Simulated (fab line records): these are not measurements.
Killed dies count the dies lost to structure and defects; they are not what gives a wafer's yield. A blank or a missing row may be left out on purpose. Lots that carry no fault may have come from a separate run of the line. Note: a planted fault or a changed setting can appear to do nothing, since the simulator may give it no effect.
Chamber matching + flow n5Finfet + 3 sister chambers for N5_BEOL_M6_PECVD_70 on pecvd-03
The step deposits SiO2 from TEOS/O2, target thk 20 nm, time 22.7 s. 3 wafers are shown with their chamber, then 7 later ones without.

== WAFERS WITH THEIR CHAMBER ==
| wafer  | chamber | showerheadPlenumPTorr (Torr) |
|--------|---------|------------------------------|
| L080.5 | 0       | 8.80                         |
| L089.3 | 1       | 8.76                         |
| L089.5 | 2       | 8.59                         |

== WAFERS WITH NO CHAMBER GIVEN ==
| wafer  | showerheadPlenumPTorr (Torr) |
|--------|------------------------------|
| L089.6 | 8.83                         |
| L092.2 | 8.60                         |
| L092.5 | 8.61                         |
| L092.6 | 8.79                         |
| L096.3 | 8.61                         |
| L096.4 | 8.79                         |
| L096.5 | 8.60                         |

== CHAMBER TAKEN BY EACH ==
| wafer  | from the rows above     | in truth |
|--------|-------------------------|----------|
| L089.6 | 0                       | 0        |
| L092.2 | 2                       | 2        |
| L092.5 | 2                       | 2        |
| L092.6 | can't be placed: 0 or 1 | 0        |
| L096.3 | 2                       | 2        |
| L096.4 | can't be placed: 0 or 1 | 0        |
| L096.5 | 2                       | 2        |
5 of 7 placed correctly. Not placeable from these rows: 2 (in 2, the candidates include the true chamber). Placed wrongly: 0.
How it was worked out, from the rows above alone: a wafer's distance from a chamber is the root of the sum, over the readings, of the square of ((its reading less the chamber's mean) divided by the reading's scatter). If the next closest chamber is less than 2 further off than the closest, the wafer can't be placed; otherwise it belongs to the closest. A chamber's mean is the mean of its shown wafers. The scatter (one wafer shown for each chamber): square how far every hidden wafer sits from the nearest shown wafer, average those squares and take the square root.
